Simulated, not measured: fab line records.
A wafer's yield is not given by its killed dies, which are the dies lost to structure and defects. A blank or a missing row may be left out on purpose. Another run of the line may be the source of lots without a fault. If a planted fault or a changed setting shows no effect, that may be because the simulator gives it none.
fab line records ; flow n5Finfet
record: lots: 4; wafers: 10; lastDay: 16
route steps=1938 shown PMOS_HMC_CHANNEL_EPI@86 FIN_SAQP@90 BEOL_M4@1111
lots that met no fault: taken from a fault-free run of the same line
startH: the number of hours between the record's first day and the start of the first shown wafer of the lot ; waitH: hours elapsed since this lot's preceding step ; " the same as in the row above ; L1.1+2: several wafers, shown together as one row ; - value missing, or start not given ; * or withheld: withheld ; < > ~ a bound
route shown NAME@n: NAME is a module with steps in the file, n the number in the route of the first one ; usual: the fault-free wafers' mean and standard deviation ; same: alike in all rows ; chamber/n: place in a boat ; sites: the reading at each site ; _std_site: standard deviation of those values ; _edge_site: mean of outer sites minus mean of inner sites ; radiusMm: how far each site lies from the wafer's centre ; mask NAME#n: copy n ; behind: the most recent tool/chamber to have shaped the wafer ; hold: what put the lot on hold/how long, in hours/how the hold closed ; device: whichever transistor did not switch (one of n, p or np) ; end of line: at the end of the route, the tests of the same wafers ; a step given without rows: its recipe and nothing more ; killed: dies that structure and defects cost at the first sort, which is not the same as the wafer's yield ; map: a wafer's dies, marking killed ones x, the rest . and places with no die _
set.NAME: the setting as run; set.NAME@STEP: as run at that earlier step ; model.NAME: the simulator's own value behind a step, which no gauge read
a table for each step, a row for each wafer; lots at some steps of the route
services: a tool's chamber out of use, with start hour (startH, from the record's first day; less than 0 if before it), hours out, and reason
== steps ==
step: N5_PMOS_HMC_CHANNEL_EPI_SRD_25
recipe: dry: ipaMarangoni; doPpb: 5; timeS: 30; tempC: 23; rinseLiquid: diw
step: N5_PMOS_HMC_CHANNEL_EPI_EPI_26
recipe: material: Si; targetThkA: 38; tempC: 650; precursor: SiH4/H2; pressureTorr: 20; timeS: 22.7
step: N5_FIN_SAQP_PRECLEAN_42
recipe: chemistry: O3/DIW; timeS: 60; tempC: 22; o3Ppm: 10
step: N5_FIN_SAQP_PRECLEAN_00
recipe: chemistry: SC1; timeS: 60; tempC: 55; mix: 1:2:50
step: N5_FIN_SAQP_PRECLEAN_44
recipe: chemistry: SC2; timeS: 45; tempC: 35; mix: 1:1:50
step: N5_FIN_SAQP_SRD_01
recipe: dry: ipaMarangoni; timeS: 30; tempC: 23; rinseLiquid: diw
step: N5_FIN_SAQP_ALD_61
recipe: material: SiO2; targetThkA: 40; tempC: 300; aldPrecursorFamily: BDEAS; aldCoReactant: O2-plasma; pulseTimeS: 1; purgeTimeS: 2; coReactantPurgeTimeS: 2; aldCycles: 43; pressureTorr: 2
step: N5_FIN_SAQP_DENSIFY_62
recipe: tempC: 700; timeS: 60; ambient: N2; idleTempC: 600; rampUpCPerS: 150; rampDownCPerS: 60; coolToC: 600
step: N5_FIN_SAQP_HM_DEP_03
recipe: material: SiNx; targetThkA: 380; tempC: 400; precursor: SiH4/NH3/N2; pressureTorr: 1.5; rfW: 300; timeS: 33.6
step: N5_FIN_SAQP_PECVD_47
recipe: material: a-Si; targetThkA: 450; tempC: 400; precursor: SiH4/He; pressureTorr: 3; rfW: 100; timeS: 36.3
usual: heaterPowerW: 799/110; runLengthS: 72.8/0.52; showerheadPlenumPTorr: 5.65/0.047; showerheadVppV: 645/24; throttleValvePct: 18.3/0.81
lot.wafer;tool;chamber;startH;waitH;heaterPowerW;runLengthS;showerheadPlenumPTorr;showerheadVppV;throttleValvePct;model.a-Si_of_FIN_SAQP_PECVD_47.thkNm
L736.1;pecvd-02;1;33.00;0.0;778;73.3;5.65;613;18.8;45.3
L736.4;pecvd-02;2;33.00;0.0;625;73.7;5.58;645;17.9;46.38
L736.6;pecvd-02;1;33.00;0.0;793;72.8;5.65;619;19.0;46.61
L749.2;pecvd-02;0;111.57;0.0;736;50.2;5.68;649;17.5;16.2
L749.6;pecvd-02;2;111.57;0.0;653;73.4;5.57;643;18.3;44.83
L750.5;pecvd-02;2;116.93;0.1;558;50.5;5.58;646;17.9;16.84
L750.6;pecvd-02;0;116.93;0.1;761;72.4;5.68;652;17.5;44.7
L753.2;pecvd-04;2;135.49;0.0;786;73.0;5.65;634;17.5;43.96
L753.4;pecvd-04;1;135.49;0.0;797;72.0;5.69;666;18.8;44.62
L753.5;pecvd-04;2;135.49;0.0;769;72.9;5.65;640;17.6;44.8
step: N5_FIN_SAQP_PECVD_48
recipe: material: SiNx; targetThkA: 250; tempC: 400; precursor: SiH4/NH3/N2; pressureTorr: 1.5; rfW: 300; timeS: 22.1
step: N5_FIN_SAQP_PECVD_06
recipe: material: a-Si; targetThkA: 600; tempC: 400; precursor: SiH4/He; pressureTorr: 3; rfW: 100; timeS: 48.1
step: N5_FIN_SAQP_HM_DEP_72
recipe: material: SiO2; targetThkA: 120; tempC: 400; precursor: SiH4/N2O; pressureTorr: 0.75; rfW: 275; timeS: 7.2
step: N5_FIN_SAQP_COAT_49
recipe: resist: SOC; tempC: 250; timeS: 60; spinRpm: 1500; resistThkNm: 100
step: N5_FIN_SAQP_COAT_50
recipe: resist: SiARC; tempC: 220; timeS: 60; spinRpm: 1500; resistThkNm: 35
step: N5_FIN_SAQP_COAT_10
recipe: resist: CAR-ArF; spinRpm: 1500; resistThkNm: 90
step: N5_FIN_SAQP_EBR_12
recipe: solvent: PGMEA; ebrWidthMm: 1.5
step: N5_FIN_SAQP_SOFTBAKE_11
recipe: tempC: 110; timeS: 60; resist: CAR-ArF
step: N5_FIN_SAQP_EXPOSE_13
recipe: maskId: FIN_CORE; na: 1.35; sourceShape: dipole; sigmaInner: 0.538; sigmaOuter: 0.738; polarization: te; targetCdNm: 35.6; doseMj: 63.25
step: N5_FIN_SAQP_PEB_14
recipe: pebTempC: withheld; pebTimeS: 60; resist: CAR-ArF
step: N5_FIN_SAQP_DEVELOP_15
recipe: developTimeS: 30; developer: TMAH; resist: CAR-ArF; devTempC: 23; rinseLiquid: diw; dry: airSpin
step: N5_FIN_SAQP_DESCUM_21
recipe: chemistry: O2; timeS: 7.9; sourcePowerW: 50; biasPowerW: 20; pressureMtorr: 20; rfFrequencyHz: 2.712e+07; tempC: 40; resist: CAR-ArF; o2FlowSccm: 225
step: N5_FIN_SAQP_ETCH_51
recipe: chemistry: CF4; target: SiARC; targetDepthA: 455; maskMaterial: CAR-ArF; timeS: 75.8; ionEnergyEv: 80; pressureMtorr: 40; sourceW: 545; biasW: 36; Ar_flow_sccm: 100; cf4FlowSccm: 100; ends: cleared
step: N5_FIN_SAQP_ETCH_52
recipe: chemistry: N2/H2; target: SOC; targetDepthA: 1000; overetchA: 200; maskMaterial: SiARC; tempC: 40; timeS: 150; ionEnergyEv: 200; pressureMtorr: 30; sourceW: 840; biasW: 150; n2FlowSccm: 200; h2FlowSccm: 200; ends: endPoint
step: N5_FIN_SAQP_STRIP_53
recipe: chemistry: N2/H2; tempC: 40; n2FlowSccm: 200; h2FlowSccm: 200; rfFrequencyHz: 6e+07
step: N5_FIN_SAQP_HM_OPEN_73
recipe: chemistry: CHF3/O2; target: SiO2; stopOn: a-Si; targetDepthA: 120; overEtchFrac: 1.8; maskMaterial: SOC; timeS: 16.8; pressureMtorr: 30; sourceW: 650; biasW: 170; Ar_flow_sccm: 200; CHF3_flow_sccm: 50; O2_flow_sccm: 5; ionEnergyEv: 200; ends: endPoint
step: N5_FIN_SAQP_STRIP_74
recipe: chemistry: CHF3/O2; resist: SiARC; rfFrequencyHz: 6e+07
step: N5_FIN_SAQP_MANDREL_ETCH_22
recipe: targetDepthA: 600; chemistry: HBr/Cl2; target: a-Si; stopOn: SiNx; btTimeS: 10; overEtchFrac: 0.5; timeS: 30; pressureMtorr: 10; icpW: 800; biasW: 75; HBr_flow_sccm: 150; Cl2_flow_sccm: 80; ends: endPoint
step: N5_FIN_SAQP_STRIP_55
recipe: chemistry: N2/H2; powerW: 500; tempC: 40; pressureMtorr: 50; rfFrequencyHz: 6e+07; overashFraction: 0.3; biasPowerW: 28; h2Frac: 0.5; n2FlowSccm: 300; h2FlowSccm: 300
step: N5_FIN_SAQP_STRIP_23
recipe: chemistry: SPM; timeS: 750; tempC: 130; h2so4H2o2VolRatio: 4
step: N5_FIN_SAQP_SRD_66
recipe: dry: ipaMarangoni; timeS: 30; tempC: 23; rinseLiquid: diw
step: N5_FIN_SAQP_RECESS_75
recipe: chemistry: HF/NH3; target: SiO2; targetDepthA: 144; afsCycles: 3; tempC: 30; sublimationTempC: 180; sublimationTimeS: 60
step: N5_FIN_SAQP_SPACER1_ALD_24
recipe: material: SiO2; targetThkA: 203; tempC: 300; aldPrecursorFamily: BDEAS; aldCoReactant: O2-plasma; pulseTimeS: 1; purgeTimeS: 2; coReactantPurgeTimeS: 2; aldCycles: 218; pressureTorr: 2
step: N5_FIN_SAQP_SPACER1_ETCHBACK_25
recipe: chemistry: CHF3/O2; mode: anisotropicEtchback; target: SiO2; targetDepthA: 244; timeS: 12.2; pressureMtorr: 30; sourceW: 650; biasW: 170; Ar_flow_sccm: 200; CHF3_flow_sccm: 50; O2_flow_sccm: 5; ionEnergyEv: 200
step: N5_FIN_SAQP_MANDREL1_REMOVE_56
recipe: chemistry: HBr/Cl2/O2; btTimeS: 10; target: a-Si; stopOn: SiNx; endpoint: OES-SiCl; overEtchFrac: 1; icpW: 600; biasW: 22; HBr_flow_sccm: 150; Cl2_flow_sccm: 80; O2_flow_sccm: 5; pressureMtorr: 10
step: N5_FIN_SAQP_MANDREL_ETCH_58
recipe: chemistry: HBr/Cl2; target: a-Si; targetDepthA: 450; btTimeS: 10; stopOn: SiNx; maskMaterial: SiO2; overEtchFrac: 0.8; timeS: 27; pressureMtorr: 10; icpW: 800; biasW: 75; HBr_flow_sccm: 150; Cl2_flow_sccm: 80; ends: endPoint
usual: drypumpMotorCurrentA: 5.6/0.48; oesProductAu: 0.695/0.011; throttleValvePct: 35.59/0.25
lot.wafer;tool;chamber;startH;waitH;drypumpMotorCurrentA;oesProductAu;rfHoursCounterH;throttleValvePct;model.etch.depthNm
L736.1;rieSi-01;3;35.87;0.0;4.7;0.704;39;35.78;45.3
L736.4;rieSi-01;1;35.87;0.0;5.8;0.712;18;35.40;46.38
L736.6;rieSi-01;1;35.87;0.0;5.7;0.717;-;35.41;46.61
L749.2;rieSi-02;1;114.79;0.0;6.0;0.469;143;35.98;16.2
L749.6;rieSi-02;2;114.79;0.0;5.5;0.688;-;35.99;44.83
L750.5;rieSi-01;1;120.51;0.0;5.7;0.470;-;35.91;16.84
L750.6;rieSi-01;2;120.51;0.0;5.3;0.681;-;35.45;44.7
L753.2;rieSi-06;2;138.46;0.0;6.1;0.676;106;35.37;43.96
L753.4;rieSi-06;0;138.46;0.0;4.9;0.684;1;36.09;44.62
L753.5;rieSi-06;2;138.46;0.0;6.1;0.693;-;35.35;44.8
step: N5_BEOL_M4_RC_MEAS_101
usual: DIBL_N: 36.2/1.2; DIBL_P: 36.3/1.3; IOFF_N: 0.155/0.019; IOFF_P: 0.210/0.029; ION_N: 677/8.6; ION_P: 465/6.8; SS_N: 71.4/0.48; SS_P: 73.2/0.53; VT_N: 249.9/2.4; VT_P: -250/3.2
lot.wafer;tool;chamber;startH;waitH;DIBL_N[mV/V];DIBL_P[mV/V];IOFF_N[nA/um];IOFF_P[nA/um];ION_N[uA/um];ION_P[uA/um];SS_N[mV/dec];SS_P[mV/dec];VT_N[mV];VT_P[mV]
L736.1;prober-02;0;164.41;0.0;37.0;38.1;0.186;0.255;703;479;71.3;74.4;242.8;-246
L736.4;prober-02;0;164.41;0.0;36.0;36.2;0.160;0.230;678;470;71.3;73.4;245.2;-247
L736.6;prober-02;0;164.41;0.0;34.6;34.7;0.137;0.204;680;469;70.7;73.1;250.8;-249
L749.2;prober-01;0;265.49;0.2;36.1;37.2;0.172;0.261;685;477;71.6;72.7;249.3;-244
L749.6;prober-01;0;265.49;0.2;35.6;35.8;0.153;0.229;679;465;71.8;72.3;249.8;-249
L750.5;prober-01;0;281.33;0.6;34.8;34.8;0.125;0.171;658;455;71.3;73.1;253.4;-255
L750.6;prober-01;0;281.33;0.6;35.8;35.9;0.143;0.172;659;451;72.1;72.5;250.9;-257
L753.2;prober-02;0;285.07;0.2;35.9;36.4;0.171;0.222;679;466;71.4;73.7;246.4;-249
L753.4;prober-02;0;285.07;0.2;34.9;35.4;0.147;0.206;673;465;71.1;73.6;248.3;-249
L753.5;prober-02;0;285.07;0.2;34.3;34.5;0.136;0.191;675;464;71.1;72.9;251.9;-250
== services ==
tool;chamber;startH;hours;kind
pecvd-02;1;10.68;6.4;repair
pecvd-04;2;11.37;2.1;scheduledDown
rieSi-02;3;27.73;6.7;repair
rieSi-02;3;38.60;2.0;repair
rieSi-06;0;51.06;-;clean
rieSi-06;0;51.06;19.7;scheduledDown
rieSi-06;0;51.06;19.7;ventCycle
rieSi-02;2;75.73;-;clean
rieSi-02;2;75.73;13.4;scheduledDown
rieSi-02;2;75.73;13.4;ventCycle
rieSi-06;1;90.62;10.5;repair
rieSi-06;-;90.73;0.3;repair
rieSi-06;3;95.15;22.9;repair
rieSi-06;0;105.77;2.3;repair
pecvd-04;0;106.70;2.1;scheduledDown
rieSi-06;0;129.46;5.0;repair
== key ==
firstSign: step: N5_FIN_SAQP_PECVD_47; reading: runLengthS; direction: down; sigmas: 43; usual: *; struck: *
effect: step: N5_FIN_SAQP_MANDREL_ETCH_58; reading: oesProductAu; direction: down; sigmas: 21; usual: 0.695; struck: 0.469
modelEffect: step: N5_FIN_SAQP_PECVD_47; value: a-Si_of_FIN_SAQP_PECVD_47.thkNm; without: 45.25; struck: 16.52
modelEffect: step: N5_FIN_SAQP_MANDREL_ETCH_58; value: etch.depthNm; without: 45.25; struck: 16.52
metAt N5_FIN_SAQP_PECVD_47
struckWafers L749.2,L750.5
onsetBetween 33.00 111.57
fault: kind: processParameterDrift; tool: pecvd-02; chamber: -; onsetH: 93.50; steps: N5_FIN_SAQP_PECVD_47; channel: timeS; offset: *; shape: step; endH: 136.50; scope: struckWafersOnly; actsIn: *; stated: *
